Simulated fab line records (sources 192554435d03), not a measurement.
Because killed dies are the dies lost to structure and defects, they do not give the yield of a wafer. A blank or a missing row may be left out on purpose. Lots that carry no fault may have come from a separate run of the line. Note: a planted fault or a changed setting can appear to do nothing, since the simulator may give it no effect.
fab line records -- flow n5_finfet
record: lots: 7, wafers: 39
route steps=1938 shown MOL_CONTACT_COAG@523
start_h: hours from the record's opening day to when the first of the lot's shown wafers began -- wait_h: how many hours have passed since the lot's step before this one -- " identical to the entry in the row above -- L1.1+2: one row covering several wafers at once -- - either no value or no given start -- * or withheld: withheld -- < > ~ a bound
route shown NAME@n: a module of which the file shows steps, and the number in the route of the first -- usual: mean and standard deviation over wafers with no fault -- same: alike in all rows -- chamber/n: place in a boat -- sites: per-site readings -- _std_site: their standard deviation -- _edge_site: inner sites' mean taken away from outer sites' mean -- radius_mm: how far each site lies from the wafer's centre -- mask NAME#n: copy n -- behind: the most recent tool/chamber to have shaped the wafer -- hold: cause of the lot's hold/its duration in hours/its outcome -- device: names the non-switching transistor (n, p or np) -- end of line: the same wafers' tests at the end of the route -- for a step that has no rows: nothing shown but its recipe -- killed: dies that structure and defects cost at the first sort, which is not the same as the wafer's yield -- map: a wafer's dies, x killed, . not, _ none there
set.NAME: setting as actually run; set.NAME@STEP: the setting as run at that earlier step -- model.NAME: the simulator's own value behind a step, which no gauge read
one table per step and one row per wafer, for lots whose settings were changed on purpose
== steps ==
step: N5_MOL_CONTACT_COAG_EXPOSE_05
recipe: mask_id: CA, na: 0.33, source_shape: annular, sigma_inner: 0.4, sigma_outer: 0.8, polarization: unpolarized, defocus_nm: 0, dose_mj: 38.25
lot.wafer,tool,chamber,start_h,wait_h,mask,set.dose_mj
L075.1+2+3+4+5+6,euv_scanner-02,0,96.49,-,CA#0,38.25
L078.4+5+6,euv_scanner-02,0,110.51,-,CA#0,38.25
L079.1+4+6,euv_scanner-02,0,115.45,-,CA#0,38.25
L079.2+3+5,euv_scanner-02,0,115.45,-,CA#0,35.61
L086.1+3+5,euv_scanner-01,0,161.72,-,CA#0,40.42
L086.2+4+6,euv_scanner-01,0,161.72,-,CA#0,38.25
L089.1+5+6,euv_scanner-01,0,177.07,-,CA#0,38.25
L089.2+3+4,euv_scanner-01,0,177.07,-,CA#0,39.27
L093.1+4+5,euv_scanner-01,0,205.00,-,CA#0,37.14
L093.2+3+6,euv_scanner-01,0,205.00,-,CA#0,38.25
L096.1+5+6,euv_scanner-02,0,231.38,-,CA#0,39.93
L096.2+3+4,euv_scanner-02,0,231.38,-,CA#0,38.25
step: N5_MOL_CONTACT_COAG_PEB_06
recipe: peb_temp_c: 100, peb_time_s: 60, resist: CAR-EUV
step: N5_MOL_CONTACT_COAG_DEVELOP_07
recipe: develop_time_s: 30, developer: TMAH, resist: CAR-EUV, rinse_liquid: surfactant_rinse, dry: air_spin, dev_temp_c: 23
step: N5_MOL_CONTACT_COAG_CD_MEAS_08
recipe: target_cd_nm: 28, landing_energy_ev: 500, detector: se_inlens, polarity: opening
usual: cd_nm: 28.00/0.21
lot.wafer,tool,chamber,start_h,wait_h,set.dose_mj@MOL_CONTACT_COAG_EXPOSE_05,cd_nm
L075.1,cd_sem-01,0,96.62,-,38.25,28.22
L075.2,cd_sem-01,0,96.62,-,38.25,27.68
L075.3,cd_sem-01,0,96.62,-,38.25,27.66
L075.4,cd_sem-01,0,96.62,-,38.25,27.95
L075.5,cd_sem-01,0,96.62,-,38.25,28.02
L075.6,cd_sem-01,0,96.62,-,38.25,28.12
L078.4,cd_sem-03,0,110.62,-,38.25,27.96
L078.5,cd_sem-03,0,110.62,-,38.25,28.01
L078.6,cd_sem-03,0,110.62,-,38.25,27.80
L079.1,cd_sem-02,0,115.57,-,38.25,27.72
L079.2,cd_sem-02,0,115.57,-,35.61,26.03
L079.3,cd_sem-02,0,115.57,-,35.61,26.33
L079.4,cd_sem-02,0,115.57,-,38.25,27.91
L079.5,cd_sem-02,0,115.57,-,35.61,26.07
L079.6,cd_sem-02,0,115.57,-,38.25,28.14
L086.1,cd_sem-03,0,161.85,-,40.42,29.20
L086.2,cd_sem-03,0,161.85,-,38.25,28.17
L086.3,cd_sem-03,0,161.85,-,40.42,29.05
L086.4,cd_sem-03,0,161.85,-,38.25,27.87
L086.5,cd_sem-03,0,161.85,-,40.42,29.06
L086.6,cd_sem-03,0,161.85,-,38.25,27.98
L089.1,cd_sem-02,0,177.20,-,38.25,27.81
L089.2,cd_sem-02,0,177.20,-,39.27,28.72
L089.3,cd_sem-02,0,177.20,-,39.27,28.77
L089.4,cd_sem-02,0,177.20,-,39.27,28.60
L089.5,cd_sem-02,0,177.20,-,38.25,28.10
L089.6,cd_sem-02,0,177.20,-,38.25,28.02
L093.1,cd_sem-01,0,205.13,-,37.14,27.75
L093.2,cd_sem-01,0,205.13,-,38.25,28.15
L093.3,cd_sem-01,0,205.13,-,38.25,28.26
L093.4,cd_sem-01,0,205.13,-,37.14,27.50
L093.5,cd_sem-01,0,205.13,-,37.14,27.35
L093.6,cd_sem-01,0,205.13,-,38.25,27.84
L096.1,cd_sem-02,0,231.51,-,39.93,28.89
L096.2,cd_sem-02,0,231.51,-,38.25,27.91
L096.3,cd_sem-02,0,231.51,-,38.25,28.33
L096.4,cd_sem-02,0,231.51,-,38.25,27.90
L096.5,cd_sem-02,0,231.51,-,39.93,28.97
L096.6,cd_sem-02,0,231.51,-,39.93,29.34
step: N5_MOL_CONTACT_COAG_DESCUM_13
recipe: chemistry: O2, time_s: 7, source_power_w: 50, bias_power_w: 20, pressure_mtorr: 20, rf_frequency_hz: 2.712e+07, temp_c: 40, resist: CAR-EUV, o2_flow_sccm: 225
step: N5_MOL_CONTACT_COAG_ETCH_59
recipe: chemistry: N2/H2, target: underlayer, target_depth_a: 130, mask_material: CAR-EUV, time_s: 10.4, ion_energy_ev: 200, pressure_mtorr: 30, source_w: 840, bias_w: 150, n2_flow_sccm: 200, h2_flow_sccm: 200, ends: cleared
lot.wafer,tool,chamber,start_h,wait_h,set.dose_mj@MOL_CONTACT_COAG_EXPOSE_05,model.MOL_CONTACT_COAG.cd_offset_nm
L075.1+2+3+4,rie_diel-02,"3,1,2,0",96.78,0.0,38.25,-0.2
L075.5+6,rie_diel-02,"0,1",96.78,0.0,38.25,0
L078.4,rie_diel-02,3,110.86,0.0,38.25,0.2
L078.5+6,rie_diel-02,"1,0",110.86,0.0,38.25,0
L079.1+4,rie_diel-06,1,115.85,0.0,38.25,0
L079.2+3+5,rie_diel-06,"3,2,3",115.85,0.0,35.61,-1.8
L079.6,rie_diel-06,2,115.85,0.0,38.25,-0.2
L086.1+5,rie_diel-06,"0,1",162.01,0.0,40.42,1.2
L086.2+4+6,rie_diel-06,"2,0,2",162.01,0.0,38.25,0
L086.3,rie_diel-06,1,162.01,0.0,40.42,1.4
L089.1+5+6,rie_diel-05,"1,2,1",177.35,0.0,38.25,0
L089.2,rie_diel-05,2,177.35,0.0,39.27,0.4
L089.3+4,rie_diel-05,"3,0",177.35,0.0,39.27,0.6
L093.1+4+5,rie_diel-02,"2,1,1",205.36,0.0,37.14,-0.6
L093.2,rie_diel-02,3,205.36,0.0,38.25,0
L093.3,rie_diel-02,0,205.36,0.0,38.25,0.2
L093.6,rie_diel-02,0,205.36,0.0,38.25,-0.2
L096.1+6,rie_diel-05,"3,0",231.67,0.0,39.93,1
L096.2+4,rie_diel-05,"1,0",231.67,0.0,38.25,0
L096.3,rie_diel-05,2,231.67,0.0,38.25,0.2
L096.5,rie_diel-05,3,231.67,0.0,39.93,0.8
step: N5_MOL_CONTACT_COAG_ETCH_105
recipe: chemistry: CF4, target: SiARC, target_depth_a: 156, mask_material: CAR-EUV, time_s: 26, ion_energy_ev: 80, pressure_mtorr: 40, source_w: 545, bias_w: 36, Ar_flow_sccm: 100, cf4_flow_sccm: 100, ends: cleared
lot.wafer,tool,chamber,start_h,wait_h,set.dose_mj@MOL_CONTACT_COAG_EXPOSE_05,model.MOL_CONTACT_COAG.cd_offset_nm
L075.1+2+3+4,rie_diel-02,"3,1,2,0",96.80,0.0,38.25,-0.2
L075.5,rie_diel-02,0,96.80,0.0,38.25,0
L075.6,rie_diel-02,1,96.80,0.0,38.25,0.2
L078.4,rie_diel-02,3,110.88,0.0,38.25,0.2
L078.5+6,rie_diel-02,"1,0",110.88,0.0,38.25,0
L079.1+4+6,rie_diel-06,"1,1,2",115.87,0.0,38.25,0
L079.2+3,rie_diel-06,"3,2",115.87,0.0,35.61,-1.8
L079.5,rie_diel-06,3,115.87,0.0,35.61,-1.6
L086.1+5,rie_diel-06,"0,1",162.03,0.0,40.42,1
L086.2+4,rie_diel-06,"2,0",162.03,0.0,38.25,0
L086.3,rie_diel-06,1,162.03,0.0,40.42,1.4
L086.6,rie_diel-06,2,162.03,0.0,38.25,-0.2
L089.1+5+6,rie_diel-05,"1,2,1",177.37,0.0,38.25,0
L089.2,rie_diel-05,2,177.37,0.0,39.27,0.4
L089.3+4,rie_diel-05,"3,0",177.37,0.0,39.27,0.6
L093.1,rie_diel-02,2,205.38,0.0,37.14,-0.4
L093.2,rie_diel-02,3,205.38,0.0,38.25,0.2
L093.3,rie_diel-02,0,205.38,0.0,38.25,0
L093.4+5,rie_diel-02,1,205.38,0.0,37.14,-0.6
L093.6,rie_diel-02,0,205.38,0.0,38.25,-0.2
L096.1+5,rie_diel-05,3,231.69,0.0,39.93,0.8
L096.2,rie_diel-05,1,231.69,0.0,38.25,0
L096.3+4,rie_diel-05,"2,0",231.69,0.0,38.25,0.2
L096.6,rie_diel-05,0,231.69,0.0,39.93,1.2
step: N5_MOL_CONTACT_COAG_ETCH_106
recipe: chemistry: N2/H2, target: SOC, target_depth_a: 800, overetch_a: 160, mask_material: SiARC, temp_c: 40, time_s: 120, ion_energy_ev: 200, pressure_mtorr: 30, source_w: 840, bias_w: 150, n2_flow_sccm: 200, h2_flow_sccm: 200
step: N5_MOL_CONTACT_COAG_STRIP_107
recipe: chemistry: N2/H2, temp_c: 40, n2_flow_sccm: 200, h2_flow_sccm: 200, rf_frequency_hz: 6e+07
step: N5_MOL_CONTACT_COAG_STRIP_108
recipe: chemistry: N2/H2, temp_c: 40, n2_flow_sccm: 200, h2_flow_sccm: 200, rf_frequency_hz: 6e+07
step: N5_MOL_CONTACT_COAG_CONTACT_ETCH_14
recipe: chemistry: C4F6/O2, target: SiO2, target_depth_a: 275, overetch_a: 85, mask_material: SOC, pressure_mtorr: 30, source_w: 370, bias_w: 185, Ar_flow_sccm: 300, C4F6_flow_sccm: 16, O2_flow_sccm: 10, time_s: 20, ion_energy_ev: 259.6
lot.wafer,tool,chamber,start_h,wait_h,set.dose_mj@MOL_CONTACT_COAG_EXPOSE_05,model.MOL_CONTACT_COAG.cd_offset_nm
L075.1+3+4,rie_diel-02,"3,2,0",96.93,0.0,38.25,-0.2
L075.2+5,rie_diel-02,"1,0",96.93,0.0,38.25,0
L075.6,rie_diel-02,1,96.93,0.0,38.25,0.4
L078.4+6,rie_diel-02,"3,0",111.01,0.0,38.25,0
L078.5,rie_diel-02,1,111.01,0.0,38.25,0.2
L079.1,rie_diel-06,1,116.00,0.0,38.25,0
L079.2+5,rie_diel-06,3,116.00,0.0,35.61,-1.8
L079.3,rie_diel-06,2,116.00,0.0,35.61,-2
L079.4,rie_diel-06,1,116.00,0.0,38.25,-0.4
L079.6,rie_diel-06,2,116.00,0.0,38.25,-0.2
L086.1,rie_diel-06,0,162.16,0.0,40.42,1
L086.2+4,rie_diel-06,"2,0",162.16,0.0,38.25,0
L086.3,rie_diel-06,1,162.16,0.0,40.42,1.2
L086.5,rie_diel-06,1,162.16,0.0,40.42,0.8
L086.6,rie_diel-06,2,162.16,0.0,38.25,-0.2
L089.1+5+6,rie_diel-05,"1,2,1",177.50,0.0,38.25,0
L089.2+4,rie_diel-05,"2,0",177.50,0.0,39.27,0.6
L089.3,rie_diel-05,3,177.50,0.0,39.27,0.8
L093.1,rie_diel-02,2,205.51,0.0,37.14,-0.8
L093.2,rie_diel-02,3,205.51,0.0,38.25,0
L093.3+6,rie_diel-02,0,205.51,0.0,38.25,-0.4
L093.4,rie_diel-02,1,205.51,0.0,37.14,-0.6
L093.5,rie_diel-02,1,205.51,0.0,37.14,-0.4
L096.1,rie_diel-05,3,231.81,0.0,39.93,0.8
L096.2+3+4,rie_diel-05,"1,2,0",231.81,0.0,38.25,0.2
L096.5,rie_diel-05,3,231.81,0.0,39.93,1
L096.6,rie_diel-05,0,231.81,0.0,39.93,1.2
step: N5_MOL_CONTACT_COAG_STRIP_109
recipe: chemistry: C4F6/O2, resist: SiARC, rf_frequency_hz: 6e+07
step: N5_MOL_CONTACT_COAG_ETCH_15
recipe: chemistry: CH3F/O2, target: SiNx, target_depth_a: 70, mask_material: SOC, stop_on: Si:P, over_etch_frac: 0.75, ion_energy_ev: 120, pressure_mtorr: 30, source_w: 395, bias_w: 73, Ar_flow_sccm: 150, CH3F_flow_sccm: 30, O2_flow_sccm: 20
step: N5_MOL_CONTACT_COAG_ETCH_110
recipe: chemistry: CF4/O2, target: Si, target_depth_a: 25, time_s: 8, pressure_mtorr: 100, source_w: 200, bias_w: 12, ion_energy_ev: 60, Ar_flow_sccm: 100, cf4_flow_sccm: 100, O2_flow_sccm: 10
step: N5_MOL_CONTACT_COAG_STRIP_98
recipe: chemistry: N2/H2, power_w: 500, temp_c: 40, pressure_mtorr: 50, rf_frequency_hz: 6e+07, overash_fraction: 0.3, bias_power_w: 8, h2_frac: 0.5, n2_flow_sccm: 300, h2_flow_sccm: 300
step: N5_MOL_CONTACT_COAG_CD_MEAS_99
recipe: target_cd_nm: 17.2, polarity: opening
usual: cd_nm: 17.20/0.3
lot.wafer,tool,chamber,start_h,wait_h,set.dose_mj@MOL_CONTACT_COAG_EXPOSE_05,cd_nm
L075.1,cd_sem-02,-,97.14,-,38.25,17.20
L075.2,cd_sem-02,-,97.14,-,38.25,17.27
L075.3,cd_sem-02,-,97.14,-,38.25,17.24
L075.4,cd_sem-02,-,97.14,-,38.25,17.28
L075.5,cd_sem-02,-,97.14,-,38.25,17.05
L075.6,cd_sem-02,-,97.14,-,38.25,17.73
L078.4,cd_sem-03,-,111.22,-,38.25,17.24
L078.5,cd_sem-03,-,111.22,-,38.25,17.71
L078.6,cd_sem-03,-,111.22,-,38.25,17.26
L079.1,cd_sem-01,-,116.21,-,38.25,16.80
L079.2,cd_sem-01,-,116.21,-,35.61,15.09
L079.3,cd_sem-01,-,116.21,-,35.61,15.20
L079.4,cd_sem-01,-,116.21,-,38.25,16.94
L079.5,cd_sem-01,-,116.21,-,35.61,15.38
L079.6,cd_sem-01,-,116.21,-,38.25,16.93
L086.1,cd_sem-03,-,162.37,-,40.42,18.29
L086.2,cd_sem-03,-,162.37,-,38.25,17.18
L086.3,cd_sem-03,-,162.37,-,40.42,18.64
L086.4,cd_sem-03,-,162.37,-,38.25,16.80
L086.5,cd_sem-03,-,162.37,-,40.42,17.88
L086.6,cd_sem-03,-,162.37,-,38.25,16.52
L089.1,cd_sem-01,-,177.72,-,38.25,17.07
L089.2,cd_sem-01,-,177.72,-,39.27,17.79
L089.3,cd_sem-01,-,177.72,-,39.27,18.02
L089.4,cd_sem-01,-,177.72,-,39.27,18.43
L089.5,cd_sem-01,-,177.72,-,38.25,17.21
L089.6,cd_sem-01,-,177.72,-,38.25,17.35
L093.1,cd_sem-02,-,205.73,-,37.14,16.25
L093.2,cd_sem-02,-,205.73,-,38.25,16.94
L093.3,cd_sem-02,-,205.73,-,38.25,17.03
L093.4,cd_sem-02,-,205.73,-,37.14,16.60
L093.5,cd_sem-02,-,205.73,-,37.14,16.56
L093.6,cd_sem-02,-,205.73,-,38.25,16.96
L096.1,cd_sem-02,-,232.03,-,39.93,18.38
L096.2,cd_sem-02,-,232.03,-,38.25,17.35
L096.3,cd_sem-02,-,232.03,-,38.25,17.51
L096.4,cd_sem-02,-,232.03,-,38.25,17.18
L096.5,cd_sem-02,-,232.03,-,39.93,18.29
L096.6,cd_sem-02,-,232.03,-,39.93,18.53
== key ==
split: step: N5_MOL_CONTACT_COAG_EXPOSE_05, setting: dose_mj, stated: 38.25, by: wafer
response: step: N5_MOL_CONTACT_COAG_CD_MEAS_08, reading: cd_nm, change: +0.231, per: 1%, r: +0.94
response: step: N5_MOL_CONTACT_COAG_ETCH_59, reading: model.MOL_CONTACT_COAG.cd_offset_nm, change: +0.228, per: 1%, r: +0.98
response: step: N5_MOL_CONTACT_COAG_ETCH_105, reading: model.MOL_CONTACT_COAG.cd_offset_nm, change: +0.22, per: 1%, r: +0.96
response: step: N5_MOL_CONTACT_COAG_CONTACT_ETCH_14, reading: model.MOL_CONTACT_COAG.cd_offset_nm, change: +0.208, per: 1%, r: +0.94
response: step: N5_MOL_CONTACT_COAG_CD_MEAS_99, reading: cd_nm, change: +0.245, per: 1%, r: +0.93
